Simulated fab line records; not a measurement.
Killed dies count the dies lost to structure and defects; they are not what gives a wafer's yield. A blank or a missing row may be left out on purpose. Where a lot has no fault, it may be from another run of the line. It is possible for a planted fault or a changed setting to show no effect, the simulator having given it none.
Chamber matching :: flow n5_finfet :: pecvd-03 running N5_BEOL_M15_ILD_DEP_00: 3 sister chambers
The step deposits SiO2 from TEOS/O2, target thk 1629.3 nm, time 346.1 s. 24 wafers are shown with their chamber, then 12 later ones without.

## WAFERS WITH THEIR CHAMBER
wafer: L074.2
chamber: 2
throttle_valve_pct (%): 17.8
heater_power_w (W): 458
showerhead_plenum_p_Torr (Torr): 8.31

wafer: L074.5
chamber: 1
throttle_valve_pct (%): 16.8
heater_power_w (W): 332
showerhead_plenum_p_Torr (Torr): 8.37

wafer: L074.6
chamber: 2
throttle_valve_pct (%): 17.6
heater_power_w (W): 462
showerhead_plenum_p_Torr (Torr): 8.33

wafer: L078.1
chamber: 2
throttle_valve_pct (%): 17.8
heater_power_w (W): 467
showerhead_plenum_p_Torr (Torr): 8.35

wafer: L078.2
chamber: 0
throttle_valve_pct (%): 18.6
heater_power_w (W): 642
showerhead_plenum_p_Torr (Torr): 8.39

wafer: L078.3
chamber: 1
throttle_valve_pct (%): 17.1
heater_power_w (W): 458
showerhead_plenum_p_Torr (Torr): 8.33

wafer: L079.2
chamber: 2
throttle_valve_pct (%): 17.8
heater_power_w (W): 477
showerhead_plenum_p_Torr (Torr): 8.35

wafer: L079.4
chamber: 0
throttle_valve_pct (%): 18.1
heater_power_w (W): 596
showerhead_plenum_p_Torr (Torr): 8.40

wafer: L079.6
chamber: 1
throttle_valve_pct (%): 17.1
heater_power_w (W): 445
showerhead_plenum_p_Torr (Torr): 8.34

wafer: L083.1
chamber: 2
throttle_valve_pct (%): 17.7
heater_power_w (W): 414
showerhead_plenum_p_Torr (Torr): 8.37

wafer: L083.4
chamber: 2
throttle_valve_pct (%): 17.6
heater_power_w (W): 484
showerhead_plenum_p_Torr (Torr): 8.37

wafer: L083.5
chamber: 0
throttle_valve_pct (%): 18.1
heater_power_w (W): 635
showerhead_plenum_p_Torr (Torr): 8.40

wafer: L081.1
chamber: 1
throttle_valve_pct (%): 17.0
heater_power_w (W): 390
showerhead_plenum_p_Torr (Torr): 8.38

wafer: L081.4
chamber: 0
throttle_valve_pct (%): 18.2
heater_power_w (W): 623
showerhead_plenum_p_Torr (Torr): 8.41

wafer: L081.5
chamber: 1
throttle_valve_pct (%): 16.8
heater_power_w (W): 448
showerhead_plenum_p_Torr (Torr): 8.35

wafer: L090.2
chamber: 2
throttle_valve_pct (%): 17.7
heater_power_w (W): 408
showerhead_plenum_p_Torr (Torr): 8.35

wafer: L090.3
chamber: 1
throttle_valve_pct (%): 17.1
heater_power_w (W): 438
showerhead_plenum_p_Torr (Torr): 8.36

wafer: L090.6
chamber: 1
throttle_valve_pct (%): 16.8
heater_power_w (W): 335
showerhead_plenum_p_Torr (Torr): 8.36

wafer: L091.1
chamber: 2
throttle_valve_pct (%): 18.0
heater_power_w (W): 428
showerhead_plenum_p_Torr (Torr): 8.36

wafer: L091.3
chamber: 0
throttle_valve_pct (%): 18.0
heater_power_w (W): 515
showerhead_plenum_p_Torr (Torr): 8.40

wafer: L091.6
chamber: 2
throttle_valve_pct (%): 17.8
heater_power_w (W): 485
showerhead_plenum_p_Torr (Torr): 8.37

wafer: L095.1
chamber: 1
throttle_valve_pct (%): 16.9
heater_power_w (W): 347
showerhead_plenum_p_Torr (Torr): 8.37

wafer: L095.3
chamber: 0
throttle_valve_pct (%): 18.0
heater_power_w (W): 552
showerhead_plenum_p_Torr (Torr): 8.40

wafer: L095.6
chamber: 0
throttle_valve_pct (%): 18.1
heater_power_w (W): 622
showerhead_plenum_p_Torr (Torr): 8.42

SIGNATURES, as means of the wafers listed above
reading: throttle_valve_pct
chamber 0: 18.157
chamber 1: 16.950
chamber 2: 17.756
scatter within a chamber: 0.157

reading: heater_power_w
chamber 0: 597.86
chamber 1: 399.12
chamber 2: 453.67
scatter within a chamber: 44.4

reading: showerhead_plenum_p_Torr
chamber 0: 8.4029
chamber 1: 8.3575
chamber 2: 8.3511
scatter within a chamber: 0.0166
Rule: a wafer's distance from a chamber is the root of the sum, over the readings, of the square of ((its reading less the chamber's mean) divided by the reading's scatter). The wafer belongs to the nearest chamber; if the next one is less than 2 further off, it can't be placed. How the scatter is found: for the shown wafers, subtract from each reading the mean of its chamber, square and add these, divide the total by (wafers less chambers), then take the root.

## WAFERS WITHOUT THEIR CHAMBER
wafer: L096.2
throttle_valve_pct (%): 16.9
heater_power_w (W): 460
showerhead_plenum_p_Torr (Torr): 8.37

wafer: L096.3
throttle_valve_pct (%): 18.3
heater_power_w (W): 607
showerhead_plenum_p_Torr (Torr): 8.39

wafer: L096.5
throttle_valve_pct (%): 18.3
heater_power_w (W): 499
showerhead_plenum_p_Torr (Torr): 8.39

wafer: L094.1
throttle_valve_pct (%): 17.6
heater_power_w (W): 482
showerhead_plenum_p_Torr (Torr): 8.34

wafer: L094.4
throttle_valve_pct (%): 17.5
heater_power_w (W): 369
showerhead_plenum_p_Torr (Torr): 8.36

wafer: L094.5
throttle_valve_pct (%): 16.9
heater_power_w (W): 431
showerhead_plenum_p_Torr (Torr): 8.38

wafer: L097.1
throttle_valve_pct (%): 17.7
heater_power_w (W): 437
showerhead_plenum_p_Torr (Torr): 8.37

wafer: L097.2
throttle_valve_pct (%): 18.2
heater_power_w (W): 589
showerhead_plenum_p_Torr (Torr): 8.40

wafer: L097.3
throttle_valve_pct (%): 16.9
heater_power_w (W): 366
showerhead_plenum_p_Torr (Torr): 8.38

wafer: L097.4
throttle_valve_pct (%): 17.1
heater_power_w (W): 438
showerhead_plenum_p_Torr (Torr): 8.35

wafer: L097.5
throttle_valve_pct (%): 17.6
heater_power_w (W): 359
showerhead_plenum_p_Torr (Torr): 8.36

wafer: L097.6
throttle_valve_pct (%): 18.3
heater_power_w (W): 490
showerhead_plenum_p_Torr (Torr): 8.42

## THE CHAMBER EACH PASSED THROUGH
wafer: L096.2
from the rows above: 1
in truth: 1

wafer: L096.3
from the rows above: 0
in truth: 0

wafer: L096.5
from the rows above: can't be placed: 0 or 2
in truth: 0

wafer: L094.1
from the rows above: 2
in truth: 2

wafer: L094.4
from the rows above: can't be placed: 2 or 1
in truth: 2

wafer: L094.5
from the rows above: 1
in truth: 1

wafer: L097.1
from the rows above: 2
in truth: 2

wafer: L097.2
from the rows above: 0
in truth: 0

wafer: L097.3
from the rows above: 1
in truth: 1

wafer: L097.4
from the rows above: 1
in truth: 1

wafer: L097.5
from the rows above: can't be placed: 2 or 1
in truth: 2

wafer: L097.6
from the rows above: 0
in truth: 0
Correctly placed: 9 of 12. From these rows, 3 cannot be placed; in 3 the true chamber is one of the candidates. Placed wrongly: 0.
